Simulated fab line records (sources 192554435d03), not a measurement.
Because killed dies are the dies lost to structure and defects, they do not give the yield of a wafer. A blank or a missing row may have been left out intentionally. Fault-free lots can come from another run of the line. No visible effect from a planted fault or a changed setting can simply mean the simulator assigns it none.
fab line records    flow n5Finfet
record: lots: 24  wafers: 72  lastDay: 17
route steps=1938 shown BEOL_M9@1435 BEOL_M10@1474
lots untouched by any fault: they come from a run of this same line in which no faults occurred
startH: hours from the record's first day to the start of the lot's first wafer shown    waitH: hours elapsed since this lot's preceding step    " unchanged from the row above    L1.1+2: a row that stands for several wafers    - no value, or no start given    * or withheld: withheld    < > ~ a bound
route shown NAME@n: NAME is a module with steps in the file, n the number in the route of the first one    usual: average and standard deviation across the fault-free wafers    same: alike in all rows    chamber/n: place in a boat    sites: each site's reading    _std_site: the standard deviation of these    _edge_site: outer sites' mean less inner sites'    radiusMm: for every site, how far away it sits from the centre of the wafer    mask NAME#n: copy n    behind: tool/chamber where the wafer was last shaped    hold: reason for holding the lot/hours on hold/outcome of the hold    device: which transistor (n, p or np) failed to switch    end of line: tests run on the same wafers once the route is complete    for a step that has no rows: nothing shown but its recipe    killed: at the first sort, the dies lost to defects and structure; wafer yield is something else    map: shows each die of a wafer: x if killed, . if not, _ if none is there
set.NAME: the setting that was run; set.NAME@STEP: the one run at that earlier step    model.NAME: the simulator's own value behind a step, which no gauge read
one table for each step of the route and one row for each wafer, over a sample of lots
== steps ==
step: N5_BEOL_M9_OVL_MEAS_29
recipe: pointsPerWafer: 522
usual: V8_OVL: 0.2/0.66
lot.wafer  tool        chamber  startH  waitH  V8_OVL[nm]
L074.3     overlay-02  0        199.76  0.0    0.6
L074.4     "           0        "       "      -0.1
L074.5     "           0        "       "      0.2
L075.1     overlay-02  0        209.51  0.0    0.0
L075.2     "           0        "       "      0.7
L075.3     "           0        "       "      1.1
L076.2     overlay-02  0        217.43  0.0    -0.2
L076.3     "           0        "       "      -0.2
L076.6     "           0        "       "      0.2
L077.1     overlay-02  0        218.03  0.0    0.3
L077.3     "           0        "       "      0.6
L077.6     "           0        "       "      1.1
L078.1     overlay-02  0        223.95  0.0    -1.2
L078.5     "           0        "       "      -0.4
L078.6     "           0        "       "      -0.3
L079.3     overlay-02  0        227.11  0.0    1.0
L079.4     "           0        "       "      0.6
L079.5     "           0        "       "      0.7
L080.2     overlay-01  0        236.09  0.0    0.4
L080.4     "           0        "       "      -0.5
L080.6     "           0        "       "      0.4
L081.2     overlay-02  0        253.07  0.0    0.8
L081.3     "           0        "       "      1.3
L081.4     "           0        "       "      0.4
L082.2     overlay-01  0        261.40  0.0    0.2
L082.3     "           0        "       "      0.5
L082.6     "           0        "       "      0.0
L084.1     overlay-01  0        268.51  0.0    0.1
L084.3     "           0        "       "      -0.7
L084.6     "           0        "       "      0.5
L085.2     overlay-01  0        268.69  0.0    0.5
L085.3     "           0        "       "      0.0
L085.6     "           0        "       "      0.3
L083.1     overlay-01  0        271.24  0.0    -0.3
L083.4     "           0        "       "      0.2
L083.5     "           0        "       "      -0.8
L086.1     overlay-02  0        288.38  0.0    0.4
L086.3     "           0        "       "      -0.4
L086.4     "           0        "       "      0.5
L087.1     overlay-02  0        288.63  0.0    -0.1
L087.2     "           0        "       "      0.5
L087.3     "           0        "       "      0.3
L088.1     overlay-01  0        289.95  0.0    -1.5
L088.4     "           0        "       "      -0.5
L088.5     "           0        "       "      -1.1
L089.2     overlay-01  0        301.63  0.0    0.5
L089.5     "           0        "       "      0.5
L089.6     "           0        "       "      -0.2
L090.2     overlay-01  0        308.89  0.0    1.2
L090.3     "           0        "       "      0.8
L090.5     "           0        "       "      1.3
L091.1     overlay-01  0        313.67  0.0    0.7
L091.3     "           0        "       "      0.6
L091.5     "           0        "       "      0.9
L092.2     overlay-02  0        316.97  0.0    1.1
L092.4     "           0        "       "      -0.3
L092.5     "           0        "       "      -0.7
L094.2     overlay-02  0        325.83  0.0    -0.3
L094.4     "           0        "       "      -0.2
L094.6     "           0        "       "      -0.3
L093.3     overlay-01  0        327.14  0.0    0.3
L093.5     "           0        "       "      -0.1
L093.6     "           0        "       "      0.4
L095.1     overlay-01  0        332.74  0.0    -0.7
L095.2     "           0        "       "      -1.0
L095.4     "           0        "       "      -0.6
L097.2     overlay-02  0        342.35  0.0    -0.4
L097.5     "           0        "       "      0.8
L097.6     "           0        "       "      0.9
L096.1     overlay-02  0        344.22  0.0    0.8
L096.5     "           0        "       "      0.5
L096.6     "           0        "       "      0.6
step: N5_BEOL_M9_INSPECT_30
recipe: mode: adi  inspectInstrument: brightfield
usual: rawDefectCount: 438/94
lot.wafer  tool              chamber  startH  waitH  rawDefectCount
L074.3     defectInspect-01  -        199.81  0.0    328
L074.4     "                 -        "       "      372
L074.5     "                 -        "       "      464
L075.1     defectInspect-02  -        209.57  0.1    502
L075.2     "                 -        "       "      471
L075.3     "                 -        "       "      568
L076.2     defectInspect-02  -        217.49  0.0    579
L076.3     "                 -        "       "      473
L076.6     "                 -        "       "      509
L077.1     defectInspect-02  -        218.09  0.1    339
L077.3     "                 -        "       "      408
L077.6     "                 -        "       "      598
L078.1     defectInspect-01  -        224.01  0.1    385
L078.5     "                 -        "       "      251
L078.6     "                 -        "       "      387
L079.3     defectInspect-02  -        227.16  0.0    402
L079.4     "                 -        "       "      397
L079.5     "                 -        "       "      336
L080.2     defectInspect-02  -        236.14  0.0    515
L080.4     "                 -        "       "      455
L080.6     "                 -        "       "      421
L081.2     defectInspect-02  -        253.12  0.0    461
L081.3     "                 -        "       "      457
L081.4     "                 -        "       "      461
L082.2     defectInspect-01  -        261.45  0.0    472
L082.3     "                 -        "       "      343
L082.6     "                 -        "       "      312
L084.1     defectInspect-02  -        268.57  0.1    365
L084.3     "                 -        "       "      259
L084.6     "                 -        "       "      394
L085.2     defectInspect-02  -        268.74  0.0    447
L085.3     "                 -        "       "      331
L085.6     "                 -        "       "      621
L083.1     defectInspect-02  -        271.29  0.1    469
L083.4     "                 -        "       "      484
L083.5     "                 -        "       "      556
L086.1     defectInspect-02  -        288.44  0.1    523
L086.3     "                 -        "       "      709
L086.4     "                 -        "       "      508
L087.1     defectInspect-01  -        288.69  0.1    542
L087.2     "                 -        "       "      458
L087.3     "                 -        "       "      400
L088.1     defectInspect-02  -        290.01  0.1    524
L088.4     "                 -        "       "      426
L088.5     "                 -        "       "      406
L089.2     defectInspect-01  -        301.68  0.0    416
L089.5     "                 -        "       "      410
L089.6     "                 -        "       "      408
L090.2     defectInspect-01  -        308.95  0.1    283
L090.3     "                 -        "       "      385
L090.5     "                 -        "       "      527
L091.1     defectInspect-02  -        313.73  0.1    472
L091.3     "                 -        "       "      366
L091.5     "                 -        "       "      698
L092.2     defectInspect-02  -        317.02  0.0    380
L092.4     "                 -        "       "      379
L092.5     "                 -        "       "      491
L094.2     defectInspect-02  -        325.88  0.0    375
L094.4     "                 -        "       "      509
L094.6     "                 -        "       "      418
L093.3     defectInspect-02  -        327.20  0.1    371
L093.5     "                 -        "       "      526
L093.6     "                 -        "       "      356
L095.1     defectInspect-02  -        332.80  0.1    775
L095.2     "                 -        "       "      518
L095.4     "                 -        "       "      535
L097.2     defectInspect-01  -        342.40  0.0    395
L097.5     "                 -        "       "      442
L097.6     "                 -        "       "      371
L096.1     defectInspect-02  -        344.28  0.1    312
L096.5     "                 -        "       "      478
L096.6     "                 -        "       "      448
step: N5_BEOL_M10_HM_DEP_02
recipe: material: TiN  targetThkA: 200  tempC: 25  chamberPressurePa: 0.49996
usual: throttleValvePct: 29.7/0.74
lot.wafer  tool           chamber  startH  waitH  throttleValvePct
L074.3     pvdSputter-02  -        203.91  0.3    29.9
L074.4     "              -        "       "      29.5
L074.5     "              -        "       "      28.3
L075.1     pvdSputter-03  -        216.39  0.2    29.4
L075.2     "              -        "       "      30.2
L075.3     "              -        "       "      30.9
L076.2     pvdSputter-02  -        224.30  1.3    30.6
L076.3     "              -        "       "      29.9
L076.6     "              -        "       "      29.9
L077.1     pvdSputter-02  -        224.50  1.1    28.8
L077.3     "              -        "       "      30.0
L077.6     "              -        "       "      30.0
L078.1     pvdSputter-02  -        230.96  0.8    30.0
L078.5     "              -        "       "      29.5
L078.6     "              -        "       "      30.5
L079.3     pvdSputter-02  -        231.66  0.5    30.6
L079.4     "              -        "       "      29.6
L079.5     "              -        "       "      28.7
L080.2     pvdSputter-02  -        241.62  1.9    28.4
L080.4     "              -        "       "      30.2
L080.6     "              -        "       "      28.5
L081.2     pvdSputter-01  -        257.85  1.0    29.4
L081.3     "              -        "       "      29.8
L081.4     "              -        "       "      28.9
L082.2     pvdSputter-01  -        265.37  0.5    29.6
L082.3     "              -        "       "      29.0
L082.6     "              -        "       "      29.7
L084.1     pvdSputter-02  -        273.09  0.6    28.6
L084.3     "              -        "       "      29.6
L084.6     "              -        "       "      28.8
L085.2     pvdSputter-03  -        273.29  0.1    30.0
L085.3     "              -        "       "      29.4
L085.6     "              -        "       "      31.1
L083.1     pvdSputter-01  -        276.72  0.0    29.8
L083.4     "              -        "       "      28.9
L083.5     "              -        "       "      29.0
L086.1     pvdSputter-03  -        294.37  1.1    29.4
L086.3     "              -        "       "      30.2
L086.4     "              -        "       "      30.8
L087.1     pvdSputter-02  -        294.39  0.7    28.5
L087.2     "              -        "       "      29.9
L087.3     "              -        "       "      30.2
L088.1     pvdSputter-01  -        298.31  3.3    29.1
L088.4     "              -        "       "      29.5
L088.5     "              -        "       "      29.0
L089.2     pvdSputter-03  -        306.58  1.2    30.0
L089.5     "              -        "       "      31.3
L089.6     "              -        "       "      29.4
L090.2     pvdSputter-02  -        315.53  1.1    30.8
L090.3     "              -        "       "      29.2
L090.5     "              -        "       "      30.2
L091.1     pvdSputter-02  -        318.67  0.8    28.7
L091.3     "              -        "       "      30.6
L091.5     "              -        "       "      29.3
L092.2     pvdSputter-01  -        322.60  1.9    28.9
L092.4     "              -        "       "      30.0
L092.5     "              -        "       "      29.7
L094.2     pvdSputter-03  -        329.99  0.5    30.6
L094.4     "              -        "       "      31.2
L094.6     "              -        "       "      30.4
L093.3     pvdSputter-02  -        333.14  1.1    29.9
L093.5     "              -        "       "      30.1
L093.6     "              -        "       "      29.4
L095.1     pvdSputter-02  -        339.56  2.3    28.7
L095.2     "              -        "       "      30.1
L095.4     "              -        "       "      29.6
L097.2     pvdSputter-03  -        348.84  1.4    30.5
L097.5     "              -        "       "      31.1
L097.6     "              -        "       "      29.4
L096.1     pvdSputter-03  -        349.04  0.7    29.4
L096.5     "              -        "       "      30.2
L096.6     "              -        "       "      29.3
step: N5_BEOL_M10_CD_MEAS_11
recipe: targetCdNm: 64.1  landingEnergyEv: 500  detector: seInlens  polarity: opening
usual: cdNm: 64.4/0.76
lot.wafer  tool      chamber  startH  waitH  cdNm
L074.3     cdSem-01  0        204.42  -      64.3
L074.4     "         0        "       "      64.4
L074.5     "         0        "       "      64.2
L075.1     cdSem-03  0        216.88  -      65.5
L075.2     "         0        "       "      63.6
L075.3     "         0        "       "      63.4
L076.2     cdSem-01  0        224.80  -      65.6
L076.3     "         0        "       "      63.1
L076.6     "         0        "       "      64.4
L077.1     cdSem-02  0        224.87  -      63.4
L077.3     "         0        "       "      64.0
L077.6     "         0        "       "      64.4
L078.1     cdSem-02  0        231.35  -      64.1
L078.5     "         0        "       "      63.5
L078.6     "         0        "       "      65.1
L079.3     cdSem-02  0        232.16  -      64.7
L079.4     "         0        "       "      64.1
L079.5     "         0        "       "      64.0
L080.2     cdSem-01  0        242.12  -      64.8
L080.4     "         0        "       "      65.4
L080.6     "         0        "       "      65.1
L081.2     cdSem-03  0        258.22  -      64.5
L081.3     "         0        "       "      64.8
L081.4     "         0        "       "      66.0
L082.2     cdSem-03  0        265.86  -      64.4
L082.3     "         0        "       "      65.4
L082.6     "         0        "       "      64.5
L084.1     cdSem-01  0        273.59  -      64.6
L084.3     "         0        "       "      65.0
L084.6     "         0        "       "      66.0
L085.2     cdSem-02  0        273.66  -      64.0
L085.3     "         0        "       "      64.5
L085.6     "         0        "       "      64.2
L083.1     cdSem-01  0        277.22  -      63.2
L083.4     "         0        "       "      64.5
L083.5     "         0        "       "      62.9
L086.1     cdSem-03  0        294.87  -      63.2
L086.3     "         0        "       "      64.2
L086.4     "         0        "       "      64.7
L087.1     cdSem-01  0        295.04  -      64.3
L087.2     "         0        "       "      65.2
L087.3     "         0        "       "      65.1
L088.1     cdSem-02  0        298.80  -      65.7
L088.4     "         0        "       "      64.0
L088.5     "         0        "       "      64.4
L089.2     cdSem-02  0        307.12  -      64.8
L089.5     "         0        "       "      65.1
L089.6     "         0        "       "      64.3
L090.2     cdSem-01  0        316.03  -      63.6
L090.3     "         0        "       "      62.4
L090.5     "         0        "       "      62.7
L091.1     cdSem-02  0        319.04  -      65.0
L091.3     "         0        "       "      65.2
L091.5     "         0        "       "      64.7
L092.2     cdSem-02  0        322.98  -      64.6
L092.4     "         0        "       "      65.1
L092.5     "         0        "       "      63.7
L094.2     cdSem-03  0        330.36  -      65.7
L094.4     "         0        "       "      64.7
L094.6     "         0        "       "      65.7
L093.3     cdSem-03  0        333.64  -      64.7
L093.5     "         0        "       "      64.5
L093.6     "         0        "       "      64.1
L095.1     cdSem-03  0        339.95  -      64.7
L095.2     "         0        "       "      63.2
L095.4     "         0        "       "      64.0
L097.2     cdSem-01  0        349.22  -      63.2
L097.5     "         0        "       "      63.8
L097.6     "         0        "       "      62.5
L096.1     cdSem-01  0        349.41  -      64.3
L096.5     "         0        "       "      64.1
L096.6     "         0        "       "      63.8
step: N5_BEOL_M10_CD_MEAS_35
recipe: targetCdNm: 70  polarity: opening
usual: cdNm: 70.1/0.8
lot.wafer  tool      chamber  startH  waitH  cdNm
L074.3     cdSem-02  -        206.17  0.0    68.9
L074.4     "         -        "       "      70.1
L074.5     "         -        "       "      69.1
L075.1     cdSem-02  -        221.01  0.0    70.5
L075.2     "         -        "       "      69.6
L075.3     "         -        "       "      69.2
L076.2     cdSem-02  -        227.85  0.0    71.5
L076.3     "         -        "       "      69.7
L076.6     "         -        "       "      70.3
L077.1     cdSem-01  -        228.20  0.0    68.8
L077.3     "         -        "       "      70.3
L077.6     "         -        "       "      70.5
L078.1     cdSem-03  -        236.87  0.0    69.3
L078.5     "         -        "       "      68.7
L078.6     "         -        "       "      70.5
L079.3     cdSem-02  -        237.04  0.0    69.8
L079.4     "         -        "       "      69.1
L079.5     "         -        "       "      69.4
L080.2     cdSem-02  -        245.22  0.0    70.3
L080.4     "         -        "       "      71.1
L080.6     "         -        "       "      70.7
L081.2     cdSem-02  -        262.65  0.0    70.5
L081.3     "         -        "       "      70.4
L081.4     "         -        "       "      71.9
L082.2     cdSem-02  -        269.36  0.0    69.1
L082.3     "         -        "       "      70.9
L082.6     "         -        "       "      69.9
L084.1     cdSem-01  -        276.07  0.0    70.9
L084.3     "         -        "       "      70.1
L084.6     "         -        "       "      71.1
L085.2     cdSem-02  -        276.18  0.0    69.3
L085.3     "         -        "       "      70.8
L085.6     "         -        "       "      69.9
L083.1     cdSem-03  -        279.56  0.0    69.6
L083.4     "         -        "       "      69.9
L083.5     "         -        "       "      67.9
L086.1     cdSem-02  -        298.37  0.0    68.7
L086.3     "         -        "       "      70.1
L086.4     "         -        "       "      69.7
L087.1     cdSem-01  -        298.83  0.0    70.0
L087.2     "         -        "       "      70.2
L087.3     "         -        "       "      69.9
L088.1     cdSem-03  -        302.91  0.0    71.3
L088.4     "         -        "       "      69.8
L088.5     "         -        "       "      70.3
L089.2     cdSem-01  -        309.18  0.0    70.2
L089.5     "         -        "       "      71.2
L089.6     "         -        "       "      69.3
L090.2     cdSem-02  -        317.67  0.0    69.0
L090.3     "         -        "       "      68.4
L090.5     "         -        "       "      68.5
L091.1     cdSem-02  -        323.22  0.0    69.9
L091.3     "         -        "       "      70.7
L091.5     "         -        "       "      71.4
L092.2     cdSem-01  -        324.78  0.0    70.8
L092.4     "         -        "       "      70.9
L092.5     "         -        "       "      69.3
L094.2     cdSem-03  -        333.32  0.0    71.6
L094.4     "         -        "       "      70.6
L094.6     "         -        "       "      71.7
L093.3     cdSem-03  -        336.18  0.0    70.2
L093.5     "         -        "       "      69.5
L093.6     "         -        "       "      70.2
L095.1     cdSem-03  -        343.01  0.0    70.1
L095.2     "         -        "       "      69.3
L095.4     "         -        "       "      69.1
L097.2     cdSem-03  -        351.92  0.0    69.7
L097.5     "         -        "       "      70.2
L097.6     "         -        "       "      69.0
L096.1     cdSem-01  -        352.01  0.0    69.8
L096.5     "         -        "       "      69.8
L096.6     "         -        "       "      69.4
step: N5_BEOL_M10_THK_MEAS_53
recipe: thkMeasGauge: xrf  reads: Cu_of_BEOL_M10_ECD_50
usual: M10_THK: 140/4.1
lot.wafer  tool          chamber  startH  waitH  M10_THK[nm]
L074.3     filmMetro-01  -        208.66  -      140
L074.4     "             -        "       "      136
L074.5     "             -        "       "      140
L075.1     filmMetro-02  -        222.96  -      132
L075.2     "             -        "       "      137
L075.3     "             -        "       "      137
L076.2     filmMetro-02  -        229.94  -      134
L076.3     "             -        "       "      145
L076.6     "             -        "       "      147
L077.1     filmMetro-02  -        230.76  -      134
L077.3     "             -        "       "      139
L077.6     "             -        "       "      136
L078.1     filmMetro-02  -        239.50  -      140
L078.5     "             -        "       "      140
L078.6     "             -        "       "      142
L079.3     filmMetro-01  -        241.38  -      135
L079.4     "             -        "       "      136
L079.5     "             -        "       "      132
L080.2     filmMetro-01  -        247.96  -      137
L080.4     "             -        "       "      145
L080.6     "             -        "       "      135
L081.2     filmMetro-01  -        264.71  -      137
L081.3     "             -        "       "      146
L081.4     "             -        "       "      139
L082.2     filmMetro-02  -        271.81  -      142
L082.3     "             -        "       "      141
L082.6     "             -        "       "      141
L084.1     filmMetro-02  -        279.47  -      139
L084.3     "             -        "       "      150
L084.6     "             -        "       "      143
L085.2     filmMetro-01  -        279.93  -      142
L085.3     "             -        "       "      149
L085.6     "             -        "       "      145
L083.1     filmMetro-01  -        283.46  -      135
L083.4     "             -        "       "      135
L083.5     "             -        "       "      137
L086.1     filmMetro-01  -        301.00  -      139
L086.3     "             -        "       "      139
L086.4     "             -        "       "      144
L087.1     filmMetro-02  -        301.27  -      130
L087.2     "             -        "       "      140
L087.3     "             -        "       "      146
L088.1     filmMetro-01  -        305.12  -      147
L088.4     "             -        "       "      145
L088.5     "             -        "       "      143
L089.2     filmMetro-02  -        312.71  -      142
L089.5     "             -        "       "      141
L089.6     "             -        "       "      142
L090.2     filmMetro-02  -        319.91  -      146
L090.3     "             -        "       "      147
L090.5     "             -        "       "      145
L091.1     filmMetro-02  -        326.45  -      144
L091.3     "             -        "       "      136
L091.5     "             -        "       "      143
L092.2     filmMetro-02  -        327.67  -      137
L092.4     "             -        "       "      134
L092.5     "             -        "       "      138
L094.2     filmMetro-02  -        335.98  -      143
L094.4     "             -        "       "      143
L094.6     "             -        "       "      141
L093.3     filmMetro-01  -        338.49  -      138
L093.5     "             -        "       "      139
L093.6     "             -        "       "      144
L095.1     filmMetro-01  -        346.31  -      142
L095.2     "             -        "       "      141
L095.4     "             -        "       "      143
L096.1     filmMetro-02  -        354.25  -      135
L096.5     "             -        "       "      143
L096.6     "             -        "       "      138
L097.2     filmMetro-01  -        355.20  -      146
L097.5     "             -        "       "      145
L097.6     "             -        "       "      144
== key ==
fault none
